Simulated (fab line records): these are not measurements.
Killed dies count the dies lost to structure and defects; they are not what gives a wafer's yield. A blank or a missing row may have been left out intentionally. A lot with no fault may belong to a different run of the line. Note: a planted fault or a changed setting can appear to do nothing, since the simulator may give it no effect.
Matching of chambers	flow n5Finfet	4 sister chambers for N5_MOL_CONTACT_COAG_ALD_123 on aldSin-04
The step deposits SiNx, target thk 5 nm, pulse time 1 s, purge time 2 s. 27 wafers are shown with their chamber, then 12 later ones without.

## WAFERS PAIRED WITH THEIR CHAMBERS
wafer	chamber	heaterPowerW (W)	precursorPulseHeightRel
L074.3	3	723	1.014
L074.4	2	925	0.968
L074.6	3	740	0.983
L076.2	2	891	0.994
L076.3	1	859	1.000
L076.4	0	929	1.022
L077.2	0	961	0.983
L077.5	3	744	0.983
L077.6	2	891	1.046
L081.2	3	720	0.967
L081.3	1	850	0.995
L081.5	3	719	1.006
L085.1	1	847	1.033
L085.2	2	903	1.002
L085.3	3	723	0.997
L085.4	0	953	1.015
L085.5	0	957	0.999
L085.6	3	708	1.038
L086.1	2	916	0.999
L086.2	1	858	1.026
L086.3	3	715	0.984
L086.4	0	963	1.020
L086.5	0	950	1.020
L086.6	1	859	0.981
L087.1	3	722	0.991
L087.2	2	939	1.021
L087.3	0	965	1.012

SIGNATURES (means of the wafers above)
reading	chamber 0	chamber 1	chamber 2	chamber 3	scatter within a chamber
heaterPowerW	954.00	854.60	910.83	723.78	13.1
precursorPulseHeightRel	1.01014	1.00700	1.00500	0.99589	0.021
Rule: for each reading, subtract the chamber's mean from the wafer's reading, divide by that reading's scatter and square the result; add these up over the readings and take the root, which gives the wafer's distance from the chamber. The wafer belongs to the nearest chamber; if the next one is less than 2 further off, it can't be placed. The scatter: take each reading less its chamber's mean, square it, sum over the shown wafers, divide by the number of wafers less the number of chambers, and take the root.

## WAFERS WITHOUT THEIR CHAMBER
wafer	heaterPowerW (W)	precursorPulseHeightRel
L087.4	875	1.022
L087.5	912	0.985
L087.6	842	0.982
L089.2	718	0.993
L089.4	973	1.006
L089.6	966	0.995
L092.1	904	0.992
L092.2	731	0.961
L092.3	861	0.968
L092.4	976	0.989
L092.5	856	1.022
L092.6	954	1.038

## WHICH CHAMBER EACH ONE RAN IN
wafer	from the rows above	in truth
L087.4	can't be placed: 1 or 2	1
L087.5	2	2
L087.6	1	1
L089.2	3	3
L089.4	0	0
L089.6	0	0
L092.1	2	2
L092.2	3	3
L092.3	1	1
L092.4	0	0
L092.5	1	1
L092.6	0	0
Placed correctly: 11 of 12. Cannot be placed on the basis of these rows: 1; the candidates contain the true chamber in 1. 0 placed wrongly.
